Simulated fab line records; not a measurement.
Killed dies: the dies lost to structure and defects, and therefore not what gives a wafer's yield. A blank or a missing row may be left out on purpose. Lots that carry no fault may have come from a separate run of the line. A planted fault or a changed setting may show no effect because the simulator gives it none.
Matching of chambers | flow n5-finfet | N5_HKMG_FIN_ALD_75 on ald-hk-02: 4 sister chambers
The step deposits Al2O3, target thk 1 nm, co reactant pulse time 1 s. 4 wafers are shown with their chamber, then 12 later ones without.

WAFERS PAIRED WITH THEIR CHAMBERS
wafer  | chamber | heater-power-w (W)
L089.3 | 2       | 151
L092.1 | 1       | 181
L092.2 | 0       | 164
L092.3 | 3       | 126

WAFERS WITH NO CHAMBER GIVEN
wafer  | heater-power-w (W)
L092.4 | 142
L092.5 | 147
L092.6 | 175
L093.3 | 181
L093.4 | 124
L093.5 | 181
L095.1 | 146
L095.2 | 181
L095.3 | 126
L095.4 | 169
L095.5 | 166
L095.6 | 126

WHICH CHAMBER EACH WENT THROUGH
wafer  | from the rows above     | in truth
L092.4 | can't be placed: 2 or 3 | 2
L092.5 | 2                       | 2
L092.6 | can't be placed: 1 or 0 | 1
L093.3 | 1                       | 1
L093.4 | 3                       | 3
L093.5 | 1                       | 1
L095.1 | 2                       | 2
L095.2 | 1                       | 1
L095.3 | 3                       | 3
L095.4 | can't be placed: 0 or 1 | 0
L095.5 | 0                       | 0
L095.6 | 3                       | 3
9 of 12 placed correctly. Unplaceable from these rows: 3, with the true chamber sitting among the candidates in 3. Placed wrongly: 0.
How it was worked out, from the rows above alone: a wafer's distance from a chamber is the root of the sum, over the readings, of the square of ((its reading less the chamber's mean) divided by the reading's scatter). If the next closest chamber is less than 2 further off than the closest, the wafer can't be placed; otherwise it belongs to the closest. The mean given for a chamber averages the wafers shown for that chamber. The scatter: root of mean squared gap, hidden wafer to nearest shown wafer, with one shown wafer a chamber.
